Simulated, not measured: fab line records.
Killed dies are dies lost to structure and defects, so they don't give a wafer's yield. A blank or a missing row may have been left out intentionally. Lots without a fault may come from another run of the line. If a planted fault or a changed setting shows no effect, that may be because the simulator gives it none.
Which tool is to blame? / flow n5_finfet / 12 lots with 36 wafers sampled at 3 steps, on a route of 1938 steps

WHAT THE GAUGES READ, wafer by wafer
N5_BEOL_M14_THK_MEAS_01.
lot=L075; measured=day 11 16:43; on=film_metro-02; M14_ILD_THK (nm)=1125 1138 1129
lot=L077; measured=day 11 23:55; on=film_metro-02; M14_ILD_THK (nm)=1147 1124 1114
lot=L080; measured=day 13 03:05; on=film_metro-01; M14_ILD_THK (nm)=1128 1124 1127
lot=L081; measured=day 13 03:41; on=film_metro-02; M14_ILD_THK (nm)=1114 1133 1141
lot=L084; measured=day 13 20:33; on=film_metro-02; M14_ILD_THK (nm)=1105 1113 1135
lot=L085; measured=day 14 10:07; on=film_metro-02; M14_ILD_THK (nm)=1113 1155 1107
lot=L086; measured=day 15 03:09; on=film_metro-02; M14_ILD_THK (nm)=1116 1129 1124
lot=L087; measured=day 15 03:59; on=film_metro-01; M14_ILD_THK (nm)=1112 1110 1136
lot=L092; measured=day 15 07:19; on=film_metro-02; M14_ILD_THK (nm)=1124 1125 1121
lot=L093; measured=day 16 03:32; on=film_metro-01; M14_ILD_THK (nm)=1119 1121 1126
lot=L094; measured=day 16 17:53; on=film_metro-02; M14_ILD_THK (nm)=1097 1106 1121
lot=L096; measured=day 17 05:34; on=film_metro-02; M14_ILD_THK (nm)=1090 1127 1118

EACH LOT AND THE TOOL THAT RAN IT (in order: tool; ch and the chambers of the sampled wafers; start)
lot=L075; N5_BEOL_M13_ETCH_38=rie_diel-05 ch 2,3, day 11 14:43; N5_BEOL_M14_ILD_DEP_00=pecvd-03 ch 1,2, day 11 16:31
lot=L077; N5_BEOL_M13_ETCH_38=rie_diel-04 ch 0,1,2, day 11 21:44; N5_BEOL_M14_ILD_DEP_00=pecvd-03 ch 0,1,2, day 11 23:43
lot=L080; N5_BEOL_M13_ETCH_38=rie_diel-04 ch 0,3, day 13 01:04; N5_BEOL_M14_ILD_DEP_00=pecvd-04 ch 1,2, day 13 02:53
lot=L081; N5_BEOL_M13_ETCH_38=rie_diel-04 ch 0,1,2, day 13 01:19; N5_BEOL_M14_ILD_DEP_00=pecvd-04 ch 1,2, day 13 03:25
lot=L084; N5_BEOL_M13_ETCH_38=rie_diel-05 ch 0,1, day 13 18:32; N5_BEOL_M14_ILD_DEP_00=pecvd-04 ch 0,2, day 13 20:22
lot=L085; N5_BEOL_M13_ETCH_38=rie_diel-03 ch 0,1,2, day 14 08:10; N5_BEOL_M14_ILD_DEP_00=pecvd-02 ch 0,1,2, day 14 09:56
lot=L086; N5_BEOL_M13_ETCH_38=rie_diel-04 ch 0,1,3, day 15 00:49; N5_BEOL_M14_ILD_DEP_00=pecvd-03 ch 0,2, day 15 02:58
lot=L087; N5_BEOL_M13_ETCH_38=rie_diel-03 ch 0,1, day 15 01:55; N5_BEOL_M14_ILD_DEP_00=pecvd-04 ch 0,1,2, day 15 03:47
lot=L092; N5_BEOL_M13_ETCH_38=rie_diel-05 ch 0,2, day 15 05:02; N5_BEOL_M14_ILD_DEP_00=pecvd-04 ch 0,2, day 15 07:07
lot=L093; N5_BEOL_M13_ETCH_38=rie_diel-03 ch 2,3, day 16 01:11; N5_BEOL_M14_ILD_DEP_00=pecvd-02 ch 0,1,2, day 16 03:21
lot=L094; N5_BEOL_M13_ETCH_38=rie_diel-03 ch 1,2,3, day 16 15:49; N5_BEOL_M14_ILD_DEP_00=pecvd-04 ch 0,1,2, day 16 17:41
lot=L096; N5_BEOL_M13_ETCH_38=rie_diel-03 ch 0,3, day 17 03:28; N5_BEOL_M14_ILD_DEP_00=pecvd-04 ch 0,1,2, day 17 05:23
- N5_BEOL_M13_ETCH_38: etches SiCN in CF4/N2, target depth 67.5 nm, time 71.9 s.
- N5_BEOL_M14_ILD_DEP_00: deposits SiO2 from TEOS/O2, target thk 1119.3 nm, time 237.4 s.

THE ANSWER, worked out from the rows above alone
Rule: the lots themselves supply what counts as usual. Put in order of their means at a reading, lots are off if they are a third of the lots or fewer, leave a main group of 4 or more, and stand apart from it by a gap of 3 or more times the standard deviation of the main group's means; of several such gaps the widest counts. Not used: any main group whose means are identical at the precision the tables above print for the reading. A lot without any number at a reading at which 4 lots or more have one is off too. Where the step has rows for the other lots, those lots are counted as sound.
No lot is off at any reading shown: from this, nothing can be told.

WHAT HAD BEEN PUT IN BY THE SIMULATOR
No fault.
